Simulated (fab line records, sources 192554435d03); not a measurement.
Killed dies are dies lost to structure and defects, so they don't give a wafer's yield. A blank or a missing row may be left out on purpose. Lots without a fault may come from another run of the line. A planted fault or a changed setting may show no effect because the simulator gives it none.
Chamber matching | flow n5_finfet | N5_BEOL_M7_CURE_74 on uv_cure-01: 3 sister chambers
The step cures SiCOH lowk, time 240 s. 6 wafers are shown with their chamber, then 12 later ones without.

WAFERS WITH THEIR CHAMBER
wafer  | chamber | lamp_power_pct (%) | wafer_temp_C_max
L078.2 | 2       | 52.28              | 386.5
L078.6 | 2       | 52.28              | 386.0
L081.5 | 0       | 52.29              | 386.6
L081.6 | 0       | 52.25              | 386.7
L088.5 | 1       | 52.35              | 386.3
L088.6 | 1       | 52.39              | 386.6

WAFERS WITHOUT THEIR CHAMBER
wafer  | lamp_power_pct (%) | wafer_temp_C_max
L090.2 | 52.24              | 386.4
L090.4 | 52.30              | 386.0
L090.5 | 52.32              | 386.4
L093.1 | 52.34              | 386.5
L093.3 | 52.21              | 386.8
L093.4 | 52.33              | 386.1
L094.2 | 52.36              | 386.8
L094.3 | 52.35              | 386.5
L094.5 | 52.23              | 386.8
L095.4 | 52.36              | 386.1
L095.5 | 52.31              | 386.1
L095.6 | 52.20              | 386.7

WHICH CHAMBER EACH WENT THROUGH
wafer  | from the rows above          | in truth
L090.2 | can't be placed: 0 or 2      | 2
L090.4 | can't be placed: 2 or 0      | 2
L090.5 | can't be placed: 2 or 1 or 0 | 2
L093.1 | can't be placed: 1 or 2 or 0 | 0
L093.3 | can't be placed: 0 or 2      | 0
L093.4 | can't be placed: 2 or 1 or 0 | 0
L094.2 | 1                            | 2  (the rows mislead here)
L094.3 | 1                            | 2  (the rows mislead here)
L094.5 | can't be placed: 0 or 2      | 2
L095.4 | 1                            | 1
L095.5 | can't be placed: 2 or 0 or 1 | 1
L095.6 | can't be placed: 0 or 2      | 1
Placed correctly: 1 of 12. Can't be placed from these rows: 9 (the true chamber is among the candidates in 8). Placed wrongly: 2.
How it was worked out, from the rows above alone: a wafer's distance from a chamber is the root of the sum, over the readings, of the square of ((its reading less the chamber's mean) divided by the reading's scatter). The wafer belongs to the nearest chamber; if the next one is less than 2 further off, it can't be placed. A chamber's mean is the mean of its shown wafers. The scatter: the root of (the sum of the squares of (reading less its chamber's mean) over the shown wafers, divided by (wafers less chambers)).
